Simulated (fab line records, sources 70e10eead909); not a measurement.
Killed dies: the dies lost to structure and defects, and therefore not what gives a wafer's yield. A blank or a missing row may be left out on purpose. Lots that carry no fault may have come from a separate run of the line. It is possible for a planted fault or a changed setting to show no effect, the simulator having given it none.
The tool behind it: which one? | flow nand-harc | 33 wafers from 11 lots sampled at 5 of the route's 1159 steps

## WHAT THE GAUGES READ, wafer by wafer
NHARC_END_SORT_01. Usual: defect-limited-yield 95.3 %, standard deviation 1.7; killed-at-array 28, standard deviation 11; killed-at-other 0.8, standard deviation 1.1; killed-at-periphery 3.3, standard deviation 2.8; killed-dies 32, standard deviation 11; killed-open 3.3, standard deviation 1.9; killed-short 1.9, standard deviation 1.4; sort_bin_2_pct 1.4 %, standard deviation 0.68; sort_bin_3_pct 0.25 %, standard deviation 0.24; sort_bin_4_pct 3.0 %, standard deviation 1.1; sort-n-pass 645, standard deviation 11; sort-rim-yield-pct 95.3 %, standard deviation 2.5; sort-yield-pct 95.3 %, standard deviation 1.7.
lot  | measured     | on        | defect-limited-yield (%) | killed-at-array | killed-at-other | killed-at-periphery | killed-dies | killed-open | killed-short | sort_bin_2_pct (%) | sort_bin_3_pct (%) | sort_bin_4_pct (%) | sort-n-pass | sort-rim-yield-pct (%) | sort-yield-pct (%) | flag
L270 | day 22 06:13 | prober-01 | 95.4 95.4 95.0           | 27 30 31        | 1 0 0           | 3 1 3               | 31 31 34    | 6 2 5       | 3 7 1        | 1.6 1.3 1.3        | 0.15 0.15 0.44     | 2.8 3.1 3.2        | 646 646 643 | 95.3 93.4 92.5         | 95.4 95.4 95.0     |
L271 | day 22 09:53 | prober-02 | 0 0 0                    | 35 31 24        | 1 3 0           | 641 643 653         | 677 677 677 | 8 6 3       | 3 2 2        | 95.1 96.2 96.5     | 0 0.30 0           | 4.9 3.5 3.5        | 0 0 0       | 0 0 0                  | 0 0 0              | OFF
L274 | day 24 01:09 | prober-02 | 0 0 0                    | 45 49 48        | 1 0 1           | 631 628 628         | 677 677 677 | 3 1 1       | 3 1 2        | 95.1 95.6 94.2     | 0.44 0.30 1.03     | 4.4 4.1 4.7        | 0 0 0       | 0 0 0                  | 0 0 0              | OFF

## EACH LOT AND THE TOOL THAT RAN IT (in order: tool; ch and the chambers of the sampled wafers; start)
lot  | NHARC_P_GATE_RTA_82              | NHARC_P_CONTACT_ETCH_35            | NHARC_P_M0_DEP_00               | NHARC_P_M0_ETCH_34
L259 | rtp-anneal-02 ch 0, day 5 14:43  | rie-diel-09 ch 0,1,2, day 5 16:40  | pecvd-02 ch 1,2, day 6 04:31    | rie-diel-12 ch 0,2,3, day 6 05:27
L260 | rtp-anneal-02 ch 0, day 5 15:42  | rie-diel-01 ch 1,2,3, day 5 17:41  | pecvd-02 ch 1,2, day 6 04:50    | rie-diel-12 ch 0,1,2, day 6 05:56
L262 | rtp-anneal-02 ch 0, day 6 03:19  | rie-diel-09 ch 1,2, day 6 05:11    | pecvd-04 ch 0,1,2, day 6 13:29  | rie-diel-08 ch 1,2, day 6 14:22
L261 | rtp-anneal-01 ch 0, day 6 04:04  | rie-diel-01 ch 0,2, day 6 06:17    | pecvd-03 ch 0,1, day 6 13:59    | rie-diel-12 ch 0,2,3, day 6 15:01
L264 | rtp-anneal-01 ch 0, day 6 11:20  | rie-diel-09 ch 0,2, day 6 13:25    | pecvd-02 ch 0,2, day 6 19:35    | rie-diel-10 ch 1,3, day 6 20:28
L266 | rtp-anneal-02 ch 0, day 7 04:25  | rie-diel-09 ch 0,3, day 7 06:23    | pecvd-04 ch 0,1, day 7 09:32    | rie-diel-10 ch 1,2, day 7 10:43
L267 | rtp-anneal-01 ch 0, day 7 15:58  | rie-diel-09 ch 0,1,3, day 7 17:56  | pecvd-03 ch 0,1, day 8 01:46    | rie-diel-10 ch 0,1,2, day 8 02:44
L270 | rtp-anneal-01 ch 0, day 8 03:29  | rie-diel-01 ch 0,2,3, day 8 05:35  | pecvd-02 ch 0,1, day 8 08:42    | rie-diel-12 ch 0,1,3, day 8 09:46
L271 | rtp-anneal-01 ch 0, day 8 21:13  | rie-diel-13 ch 0,1,2, day 8 23:22  | pecvd-03 ch 0,1,2, day 9 02:28  | rie-diel-10 ch 0,1,2, day 9 04:00
L274 | rtp-anneal-01 ch 0, day 9 13:53  | rie-diel-09 ch 2,3, day 9 15:59    | pecvd-02 ch 0,1, day 10 01:35   | rie-diel-10 ch 1,2, day 10 03:19
L281 | rtp-anneal-02 ch 0, day 11 01:28 | rie-diel-13 ch 0,1,3, day 11 03:33 | pecvd-04 ch 0,1,2, day 11 06:38 | rie-diel-10 ch 0,1,3, day 11 07:44
- NHARC_P_GATE_RTA_82: time 30 s.
- NHARC_P_CONTACT_ETCH_35: etches the open film in CF4, target depth 39 nm, time 65 s.
- NHARC_P_M0_DEP_00: deposits SiOC, target thk 150 nm.
- NHARC_P_M0_ETCH_34: etches the open film in N2/H2, target depth 40 nm, overetch 12 nm, time 43.94 s.

## AS READ BY THE TOOLS THEMSELVES (means over the sampled wafers that have a number; for cases with no such wafer, the mark the record gives instead)
NHARC_P_GATE_RTA_82. Usual: lamp-power-pct 4.54 %, standard deviation 0.23; lamp_zone_6_pct 4.51 %, standard deviation 0.22; wafer_temp_C_max 452.4, standard deviation 0.48.
lot  | tool          | lamp-power-pct (%) | lamp_zone_6_pct (%) | wafer_temp_C_max | flag
L259 | rtp-anneal-02 | 4.79               | 4.75                | 452.3            |
L260 | rtp-anneal-02 | 4.79               | 4.75                | 453.0            |
L262 | rtp-anneal-02 | 4.79               | 4.75                | 452.3            |
L261 | rtp-anneal-01 | 4.34               | 4.30                | 452.4            |
L264 | rtp-anneal-01 | 4.33               | 4.30                | 452.8            |
L266 | rtp-anneal-02 | 4.79               | 4.75                | 451.9            |
L267 | rtp-anneal-01 | 4.33               | 4.30                | 452.8            |
L270 | rtp-anneal-01 | 4.33               | 4.30                | 452.0            |
L271 | rtp-anneal-01 | 4.33               | 4.30                | 452.5            |
L274 | rtp-anneal-01 | 4.34               | 4.30                | 452.3            |
L281 | rtp-anneal-02 | 4.79               | 4.75                | 452.6            |

NHARC_P_CONTACT_ETCH_35. Usual: drypump-motor-current-A 5.59 A, standard deviation 0.29; oes-product-au 1.001 a.u., standard deviation 0.011; rf-vpp-V 151.1 V, standard deviation 1.1; showerhead-plenum-p-Torr 1.75 Torr, standard deviation 0.064; throttle-valve-pct 13.284 %, standard deviation 0.0092.
lot  | tool        | drypump-motor-current-A (A) | oes-product-au (a.u.) | rf-vpp-V (V) | showerhead-plenum-p-Torr (Torr) | throttle-valve-pct (%) | flag
L259 | rie-diel-09 | 5.75                        | 0.996                 | 150.8        | 1.77                            | 13.284                 |
L260 | rie-diel-01 | 5.67                        | 1.003                 | 149.2        | 1.68                            | 13.286                 |
L262 | rie-diel-09 | 5.90                        | 1.015                 | 150.6        | 1.71                            | 13.290                 |
L261 | rie-diel-01 | 5.67                        | 1.005                 | 151.7        | 1.75                            | 13.291                 |
L264 | rie-diel-09 | 5.61                        | 0.998                 | 151.0        | 1.79                            | 13.276                 |
L266 | rie-diel-09 | 5.25                        | 0.993                 | 151.6        | 1.83                            | 13.289                 |
L267 | rie-diel-09 | 5.39                        | 0.999                 | 151.9        | 1.81                            | 13.288                 |
L270 | rie-diel-01 | 5.76                        | 0.998                 | 150.0        | 1.71                            | 13.278                 |
L271 | rie-diel-13 | 5.66                        | 0.991                 | 151.3        | 1.74                            | 13.288                 |
L274 | rie-diel-09 | 5.22                        | 1.008                 | 150.6        | 1.74                            | 13.285                 |
L281 | rie-diel-13 | 5.49                        | 0.996                 | 152.0        | 1.78                            | 13.283                 |

NHARC_P_M0_ETCH_34. Usual: drypump-motor-current-A 5.8 A, standard deviation 0.58; oes-product-au 0.998 a.u., standard deviation 0.015; rf-vpp-V 431.3 V, standard deviation 2.1; showerhead-plenum-p-Torr 2.07 Torr, standard deviation 0.07; throttle-valve-pct 14.171 %, standard deviation 0.0088.
lot  | tool        | drypump-motor-current-A (A) | oes-product-au (a.u.) | rf-vpp-V (V) | showerhead-plenum-p-Torr (Torr) | throttle-valve-pct (%) | flag
L259 | rie-diel-12 | 5.6                         | 1.010                 | 431.9        | 2.08                            | 14.162                 |
L260 | rie-diel-12 | 5.7                         | 1.005                 | 433.0        | 2.14                            | 14.165                 |
L262 | rie-diel-08 | 5.6                         | 1.005                 | 429.6        | 2.01                            | 14.175                 |
L261 | rie-diel-12 | 5.6                         | 1.004                 | 430.7        | 2.08                            | 14.171                 |
L264 | rie-diel-10 | 5.5                         | 1.012                 | 432.6        | 2.11                            | 14.176                 |
L266 | rie-diel-10 | 6.0                         | 0.978                 | 432.8        | 2.10                            | 14.163                 |
L267 | rie-diel-10 | 5.8                         | 0.995                 | 431.4        | 2.07                            | 14.170                 |
L270 | rie-diel-12 | 6.0                         | 1.013                 | 433.0        | 2.11                            | 14.160                 |
L271 | rie-diel-10 | 5.8                         | 0.996                 | 431.6        | 2.07                            | 14.174                 |
L274 | rie-diel-10 | 5.4                         | 0.988                 | 432.1        | 2.11                            | 14.184                 |
L281 | rie-diel-10 | 5.5                         | 1.001                 | 431.9        | 2.07                            | 14.161                 |

## THE ANSWER, worked out from the rows above alone
Rule: a lot is off if the mean of its wafers that have a number lies more than 3 standard deviations from the usual mean. Also off: a lot with no number at a reading for which 4 or more lots have one. Where the step has rows for the other lots, those lots are counted as sound. After the gauges, taken in route order, come the tools' own readings; for these a lot's mean is taken, as printed above. The first step at which some lot is off is used, and at that step the reading that is off furthest; a lot without a number counts as furthest.
Off: L271, L274 (NHARC_END_SORT_01, killed-at-periphery). Neither off nor sound, because the step has no rows for them: L259, L260, L262, L261, L264, L266, L267, L281.
If a tool, at a process step before that reading, ran all the lots that are off and no sound lot after the first of them, it fits. Those tools and the gauges at NHARC_END_SORT_01 are tried in the same way. Can't be told from this: 3 tools fit, rtp-anneal-01 at NHARC_P_GATE_RTA_82, rie-diel-10 at NHARC_P_M0_ETCH_34, prober-02 at NHARC_END_SORT_01.

## WHAT THE SIMULATOR HAD INSERTED
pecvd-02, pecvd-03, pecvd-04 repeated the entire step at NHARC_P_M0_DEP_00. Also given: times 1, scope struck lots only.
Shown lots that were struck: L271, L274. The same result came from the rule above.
